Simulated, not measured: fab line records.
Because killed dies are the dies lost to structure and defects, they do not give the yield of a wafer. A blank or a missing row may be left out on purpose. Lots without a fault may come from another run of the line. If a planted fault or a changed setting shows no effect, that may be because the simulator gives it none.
Matching of chambers | flow nand_harc | NHARC_A_CONTACT_ETCH_75 on rie_diel-10 has 4 sister chambers
The step etches the open film in CF4, target depth 39 nm, time 65 s. 16 wafers are shown with their chamber, then 8 later ones without.

== WAFERS WITH THEIR CHAMBER ==
wafer  | chamber | showerhead_plenum_p_Torr (Torr) | drypump_motor_current_A (A) | oes_product_au (a.u.)
L075.2 | 1       | 1.72                            | 6.1                         | 0.992
L075.3 | 2       | 1.90                            | 5.5                         | 1.026
L075.5 | 3       | 1.78                            | 6.1                         | 1.008
L076.3 | 1       | 1.72                            | 6.1                         | 1.002
L076.5 | 0       | 1.74                            | 6.3                         | 1.014
L076.6 | 1       | 1.72                            | 6.1                         | 1.001
L079.2 | 1       | 1.71                            | 6.1                         | 1.001
L079.5 | 2       | 1.90                            | 5.5                         | 1.022
L079.6 | 3       | 1.78                            | 6.2                         | 1.013
L084.3 | 0       | 1.73                            | 6.3                         | 1.002
L084.4 | 2       | 1.89                            | 5.6                         | 1.014
L084.6 | 0       | 1.73                            | 6.3                         | 1.016
L086.4 | 2       | 1.89                            | 5.5                         | 1.025
L086.5 | 3       | 1.77                            | 6.2                         | 1.004
L086.6 | 0       | 1.73                            | 6.3                         | 1.013
L087.3 | 0       | 1.73                            | 6.3                         | 1.004

SIGNATURES (averages over the wafers above)
reading                  | chamber 0 | chamber 1 | chamber 2 | chamber 3 | scatter within a chamber
showerhead_plenum_p_Torr | 1.7320    | 1.7175    | 1.8950    | 1.7767    | 0.00518
drypump_motor_current_A  | 6.300     | 6.100     | 5.525     | 6.167     | 0.0344
oes_product_au           | 1.00980   | 0.99900   | 1.02175   | 1.00833   | 0.00545
Rule: distance of a wafer from a chamber = root of the sum over the readings of ((wafer's reading minus chamber's mean) / reading's scatter) squared. If the next closest chamber is less than 2 further off than the closest, the wafer can't be placed; otherwise it belongs to the closest. The scatter: the root of (the sum of the squares of (reading less its chamber's mean) over the shown wafers, divided by (wafers less chambers)).

== WAFERS MISSING THEIR CHAMBER ==
wafer  | showerhead_plenum_p_Torr (Torr) | drypump_motor_current_A (A) | oes_product_au (a.u.)
L087.4 | 1.89                            | 5.5                         | 1.016
L087.6 | 1.89                            | 5.5                         | 1.013
L091.3 | 1.77                            | 6.1                         | 1.013
L091.4 | 1.73                            | 6.3                         | 1.006
L091.5 | 1.73                            | 6.3                         | 0.991
L092.3 | 1.70                            | 6.1                         | 1.001
L092.4 | 1.73                            | 6.2                         | 1.000
L092.5 | 1.73                            | 6.2                         | 1.004

== CHAMBER TAKEN BY EACH ==
wafer  | from the rows above     | in truth
L087.4 | 2                       | 2
L087.6 | 2                       | 2
L091.3 | 3                       | 3
L091.4 | 0                       | 0
L091.5 | 0                       | 0
L092.3 | 1                       | 1
L092.4 | can't be placed: 0 or 1 | 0
L092.5 | can't be placed: 0 or 1 | 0
Placed correctly: 6 of 8. Cannot be placed on the basis of these rows: 2; the candidates contain the true chamber in 2. 0 placed wrongly.
